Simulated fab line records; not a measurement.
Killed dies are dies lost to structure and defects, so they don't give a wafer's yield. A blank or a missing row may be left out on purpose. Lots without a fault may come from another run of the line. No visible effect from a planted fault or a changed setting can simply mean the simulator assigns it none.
Split-lot trial | flow n5_finfet | on a route of 1938 steps: 7 lots, 39 wafers read

== THE SPLIT ITSELF ==
At N5_MOL_CONTACT_COAG_SPUTTER_130 (material Co, target thk 47.5 nm), the setting target_thk_a was moved away from the recipe's 475 angstrom on 9 of the 39 wafers read, by -4.2% to +10.7%. This setting was run at the recipe's value on the other wafers.

Reading taken at the split's own step.

== THE READING ==
Co_of_MOL_CONTACT_COAG_SPUTTER_130.thk_nm (the simulator's own value, which no gauge read), in nm, at N5_MOL_CONTACT_COAG_SPUTTER_130 (material Co, target thk 47.5 nm). No usual value for it is given in the file. Across the 30 wafers here that went through the recipe, the average is 47.8 nm and the standard deviation 0.53 nm.

wafer  | tool, chamber at the split | target_thk_a as run, angstrom | against the recipe | Co_of_MOL_CONTACT_COAG_SPUTTER_130.thk_nm, nm | against lot-mates on the recipe
L076.1 | pvd_sputter-03, -          | 475                           | recipe             | 47.6                                          | -
L076.2 | pvd_sputter-03, -          | 475                           | recipe             | 48.4                                          | -
L076.3 | pvd_sputter-03, -          | 475                           | recipe             | 47.4                                          | -
L076.4 | pvd_sputter-03, -          | 475                           | recipe             | 47.8                                          | -
L076.5 | pvd_sputter-03, -          | 475                           | recipe             | 47.8                                          | -
L076.6 | pvd_sputter-03, -          | 475                           | recipe             | 48.6                                          | -
L077.1 | pvd_sputter-01, -          | 475                           | recipe             | 46.6                                          | -
L077.2 | pvd_sputter-01, -          | 526                           | +10.7%             | 52.2                                          | +5.1
L077.3 | pvd_sputter-01, -          | 475                           | recipe             | 47.6                                          | -
L077.4 | pvd_sputter-01, -          | 475                           | recipe             | 47.2                                          | -
L077.5 | pvd_sputter-01, -          | 526                           | +10.7%             | 52.8                                          | +5.7
L077.6 | pvd_sputter-01, -          | 526                           | +10.7%             | 52.4                                          | +5.3
L081.3 | pvd_sputter-01, -          | 475                           | recipe             | 47.4                                          | -
L081.5 | pvd_sputter-01, -          | 475                           | recipe             | 47                                            | -
L081.6 | pvd_sputter-01, -          | 475                           | recipe             | 46.6                                          | -
L082.1 | pvd_sputter-03, -          | 475                           | recipe             | 47.4                                          | -
L082.2 | pvd_sputter-03, -          | 475                           | recipe             | 48.2                                          | -
L082.6 | pvd_sputter-03, -          | 475                           | recipe             | 48.2                                          | -
L082.3 | pvd_sputter-03, -          | 475                           | recipe             | 47.2                                          | -
L082.4 | pvd_sputter-03, -          | 475                           | recipe             | 48                                            | -
L082.5 | pvd_sputter-03, -          | 475                           | recipe             | 48                                            | -
L087.1 | pvd_sputter-03, -          | 475                           | recipe             | 47.8                                          | -
L087.2 | pvd_sputter-03, -          | 475                           | recipe             | 47.6                                          | -
L087.3 | pvd_sputter-03, -          | 454.9                         | -4.2%              | 45                                            | -2.6
L087.4 | pvd_sputter-03, -          | 475                           | recipe             | 47.4                                          | -
L087.5 | pvd_sputter-03, -          | 454.9                         | -4.2%              | 45.4                                          | -2.2
L087.6 | pvd_sputter-03, -          | 454.9                         | -4.2%              | 46                                            | -1.6
L094.1 | pvd_sputter-03, -          | 475                           | recipe             | 48.4                                          | -
L094.2 | pvd_sputter-03, -          | 455.4                         | -4.1%              | 45.8                                          | -2.3
L094.3 | pvd_sputter-03, -          | 475                           | recipe             | 47.8                                          | -
L094.4 | pvd_sputter-03, -          | 475                           | recipe             | 48                                            | -
L094.5 | pvd_sputter-03, -          | 455.4                         | -4.1%              | 46                                            | -2.1
L094.6 | pvd_sputter-03, -          | 455.4                         | -4.1%              | 46.8                                          | -1.3
L096.1 | pvd_sputter-03, -          | 475                           | recipe             | 48.2                                          | -
L096.2 | pvd_sputter-03, -          | 475                           | recipe             | 48.2                                          | -
L096.3 | pvd_sputter-03, -          | 475                           | recipe             | 48.2                                          | -
L096.4 | pvd_sputter-03, -          | 475                           | recipe             | 47.8                                          | -
L096.5 | pvd_sputter-03, -          | 475                           | recipe             | 48.6                                          | -
L096.6 | pvd_sputter-03, -          | 475                           | recipe             | 48.6                                          | -

THE FIT
A straight line over all 39 wafers: Co_of_MOL_CONTACT_COAG_SPUTTER_130.thk_nm changes by +0.444 nm for each +1% of target_thk_a; r = +0.95; the points scatter about the line by 0.53 nm.
The same after taking each lot's own level away (the mean of its wafers on the recipe; 39 wafers): +0.492 nm for each +1%; r = +0.98; scatter 0.36 nm.
Per that fit: largest target_thk_a move, reading shift of 5.3 nm.
From 47.00 to 48.27 nm: that is the span of the lots' own levels, equal to 2.4 times the standard deviation above.
Hence the lot-to-lot level has little effect on the slope; both slopes agree.
Check: +5.39 nm against its lot-mates is what the line predicts for one of the wafers moved furthest among these (+10.7%) when that wafer is left out of the fit. Against them it came out at +5.07 nm.

== OTHER SPLITS ON THESE WAFERS ==
Other splits were also applied to these wafers ahead of the reading. Each is held against what the fit with the lots' levels taken away leaves over:
other split on the same wafers        | wafers away from the commonest value | r with Co_of_MOL_CONTACT_COAG_SPUTTER_130.thk_nm (lot level and that fit taken away)
N5_MOL_CONTACT_COAG_EXPOSE_05 dose_mj | 15                                   | -0.05

== THE FILE'S OWN FIT ==
Co_of_MOL_CONTACT_COAG_SPUTTER_130.thk_nm changes by +0.493 nm for each +1% of target_thk_a, r = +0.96.
